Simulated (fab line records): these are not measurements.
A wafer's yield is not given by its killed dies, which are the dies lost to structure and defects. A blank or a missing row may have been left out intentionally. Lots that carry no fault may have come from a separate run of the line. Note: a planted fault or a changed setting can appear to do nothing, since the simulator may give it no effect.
Matching of chambers + flow nand_harc + rie_diel-10 running NHARC_A_ZERO_WELL_DESCUM_12: 4 sister chambers
The step chemistry O2, time 3 s. 24 wafers are shown with their chamber, then 12 later ones without.

== WAFERS PAIRED WITH THEIR CHAMBERS ==
| wafer  | chamber | drypump_motor_current_A (A) | oes_product_au (a.u.) | rf_vpp_V (V) |
|--------|---------|-----------------------------|-----------------------|--------------|
| L075.2 | 1       | 5.2                         | 0.996                 | 56.9         |
| L075.3 | 0       | 5.7                         | 1.010                 | 58.2         |
| L075.5 | 2       | 5.7                         | 1.007                 | 58.5         |
| L076.3 | 1       | 5.2                         | 0.997                 | 57.9         |
| L076.5 | 0       | 5.8                         | 1.023                 | 58.1         |
| L076.6 | 1       | 5.2                         | 1.000                 | 56.6         |
| L077.3 | 1       | 5.2                         | 0.983                 | 58.2         |
| L077.4 | 0       | 5.8                         | 1.025                 | 59.3         |
| L077.5 | 1       | 5.2                         | 0.995                 | 57.1         |
| L080.2 | 2       | 5.7                         | 1.006                 | 56.9         |
| L080.4 | 3       | 6.3                         | 0.998                 | 57.2         |
| L080.6 | 2       | 5.7                         | 0.994                 | 58.8         |
| L081.1 | 2       | 5.8                         | 1.003                 | 58.2         |
| L081.2 | 0       | 5.7                         | 1.009                 | 57.3         |
| L081.3 | 3       | 6.3                         | 0.991                 | 56.8         |
| L082.1 | 0       | 5.7                         | 1.015                 | 55.8         |
| L082.3 | 1       | 5.2                         | 0.980                 | 57.3         |
| L082.6 | 3       | 6.3                         | 0.980                 | 56.6         |
| L086.1 | 2       | 5.7                         | 0.998                 | 58.6         |
| L086.2 | 1       | 5.2                         | 1.004                 | 58.9         |
| L086.5 | 1       | 5.2                         | 0.985                 | 57.4         |
| L088.2 | 2       | 5.7                         | 0.997                 | 58.9         |
| L088.5 | 1       | 5.2                         | 1.005                 | 58.5         |
| L088.6 | 2       | 5.7                         | 1.003                 | 58.1         |

SIGNATURES (averages over the wafers above)
| reading                 | chamber 0 | chamber 1 | chamber 2 | chamber 3 | scatter within a chamber |
|-------------------------|-----------|-----------|-----------|-----------|--------------------------|
| drypump_motor_current_A | 5.740     | 5.200     | 5.714     | 6.300     | 0.0321                   |
| oes_product_au          | 1.01640   | 0.99389   | 1.00114   | 0.98967   | 0.00772                  |
| rf_vpp_V                | 57.740    | 57.644    | 58.286    | 56.867    | 0.851                    |
Rule: a wafer's distance from a chamber is the root of the sum, over the readings, of the square of ((its reading less the chamber's mean) divided by the reading's scatter). If the next closest chamber is less than 2 further off than the closest, the wafer can't be placed; otherwise it belongs to the closest. How the scatter is found: for the shown wafers, subtract from each reading the mean of its chamber, square and add these, divide the total by (wafers less chambers), then take the root.

== WAFERS MISSING THEIR CHAMBER ==
| wafer  | drypump_motor_current_A (A) | oes_product_au (a.u.) | rf_vpp_V (V) |
|--------|-----------------------------|-----------------------|--------------|
| L091.2 | 6.3                         | 0.994                 | 57.3         |
| L091.4 | 5.2                         | 1.007                 | 57.5         |
| L091.5 | 6.3                         | 0.995                 | 57.7         |
| L092.1 | 6.3                         | 1.004                 | 57.4         |
| L092.5 | 5.2                         | 1.006                 | 58.3         |
| L092.6 | 5.7                         | 0.997                 | 58.6         |
| L095.1 | 5.7                         | 1.015                 | 57.5         |
| L095.2 | 5.7                         | 1.014                 | 59.7         |
| L095.5 | 5.2                         | 1.009                 | 58.5         |
| L097.1 | 5.7                         | 1.004                 | 59.9         |
| L097.3 | 5.8                         | 1.017                 | 57.8         |
| L097.6 | 5.7                         | 1.008                 | 59.5         |

== WHICH CHAMBER EACH WENT THROUGH ==
| wafer  | from the rows above     | in truth                   |
|--------|-------------------------|----------------------------|
| L091.2 | 3                       | 3                          |
| L091.4 | 1                       | 1                          |
| L091.5 | 3                       | 3                          |
| L092.1 | 3                       | 3                          |
| L092.5 | 1                       | 1                          |
| L092.6 | 2                       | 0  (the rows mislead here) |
| L095.1 | can't be placed: 0 or 2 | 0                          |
| L095.2 | can't be placed: 2 or 0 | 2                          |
| L095.5 | 1                       | 1                          |
| L097.1 | can't be placed: 2 or 0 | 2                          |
| L097.3 | can't be placed: 0 or 2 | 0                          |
| L097.6 | can't be placed: 2 or 0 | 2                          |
Placed correctly: 6 of 12. Cannot be placed on the basis of these rows: 5; the candidates contain the true chamber in 5. Placed wrongly: 1.
